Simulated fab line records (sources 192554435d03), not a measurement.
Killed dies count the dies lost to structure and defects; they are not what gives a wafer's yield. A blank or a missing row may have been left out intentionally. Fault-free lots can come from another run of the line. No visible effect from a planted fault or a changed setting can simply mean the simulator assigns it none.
One fault through the eyes of 2 desks    flow n5Finfet    what lay behind the numbers comes last; until then each desk has only its own

== METROLOGY DESK ==
What the gauges read, lot by lot, whatever tool the lot ran on: means of the sampled wafers that have a number. If a lot's mean is further than 4 standard deviations from the usual mean, the lot is out of limits and carries the mark OUT (the distance appears in the brackets). Shown here are 7 of its 11 readings, the ones lying furthest out on some lot.
Columns: A = M3_RS at N5_BEOL_M3_RS_MEAS_58, usual 0.69 ohm/sq; B = DIBL_N at N5_BEOL_M4_RC_MEAS_101, usual 36.3 mV/V; C = DIBL_P at N5_BEOL_M4_RC_MEAS_101, usual 36.3 mV/V; D = IOFF_P at N5_BEOL_M4_RC_MEAS_101, usual 0.210 nA/um; E = ION_P at N5_BEOL_M4_RC_MEAS_101, usual 462 uA/um; F = SS_P at N5_BEOL_M4_RC_MEAS_101, usual 73.4 mV/dec; G = VT_N at N5_BEOL_M4_RC_MEAS_101, usual 249.5 mV
lot   first seen here  A     B     C     D      E    F     G
L900  day 8 11:32      0.67  35.1  34.4  0.173  455  73.3  251.2
L901  day 8 18:31      0.68  35.6  34.1  0.202  466  73.5  249.9
L902  day 9 01:28      0.65  35.4  36.9  0.181  453  73.3  253.5
L905  day 9 20:50      0.69  37.2  36.3  0.215  466  73.7  250.4
L910  day 11 08:40     0.66  35.5  35.7  0.194  457  73.8  252.6
L911  day 11 11:18     0.68  36.2  35.8  0.234  470  73.3  245.6
L914  day 13 02:52     0.67  36.2  37.0  0.200  464  73.4  249.4
L917  day 13 18:55     0.69  38.2  38.8  0.239  461  74.3  249.6
L916  day 14 03:07     0.71  36.6  34.4  0.192  458  73.5  251.5
L921  day 14 13:11     0.66  34.9  35.7  0.199  468  72.5  248.9
Result from this desk: across the 10 lots, nothing is out of limits.

== FOR THE TOOL OWNER'S DESK: lithoTrack-02 ==
The tool's own readings at N5_BEOL_M4_COAT_61 (time 60 s, resist thk 60 nm): means of the sampled wafers that have a number, for each lot that ran on this tool. If a lot's mean is further than 4 standard deviations from the usual mean, the lot is out of limits and carries the mark OUT (the distance appears in the brackets).
Columns: A = heaterPowerTotalW at N5_BEOL_M4_COAT_61, usual 500.4 W; B = runLengthS at N5_BEOL_M4_COAT_61, usual 66.28 s
lot   first seen here  A                B
L901  day 8 21:28      501.6            66.48
L902  day 9 03:53      499.2            66.50
L905  day 9 22:02      559.1 (+31) OUT  58.88 (-31) OUT
L911  day 11 11:40     556.6 (+30) OUT  59.03 (-30) OUT
L916  day 14 04:14     499.1            66.49
This desk's verdict: out of limits on L905, L911, starting with L905 at day 9 22:02 (heaterPowerTotalW at N5_BEOL_M4_COAT_61). L901, L902, L916: within limits.

== TAKEN TOGETHER ==
The tool owner's desk had the chance to raise an alarm at day 9 22:02 on L905, L911.
Nothing out of limits was seen by the metrology desk.
The metrology desk holds a record of L905, L911, inside its limits.
Every lot named ran N5_BEOL_M4_COAT_61 on lithoTrack-02.

== WHAT WAS PUT IN BY THE SIMULATOR ==
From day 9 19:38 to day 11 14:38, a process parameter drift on lithoTrack-02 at N5_BEOL_M4_COAT_61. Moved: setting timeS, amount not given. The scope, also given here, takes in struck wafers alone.
Struck lots among those shown: L905, L911.
Each desk's first reading out of limits, in hours after the fault started: the tool owner's desk, 2.
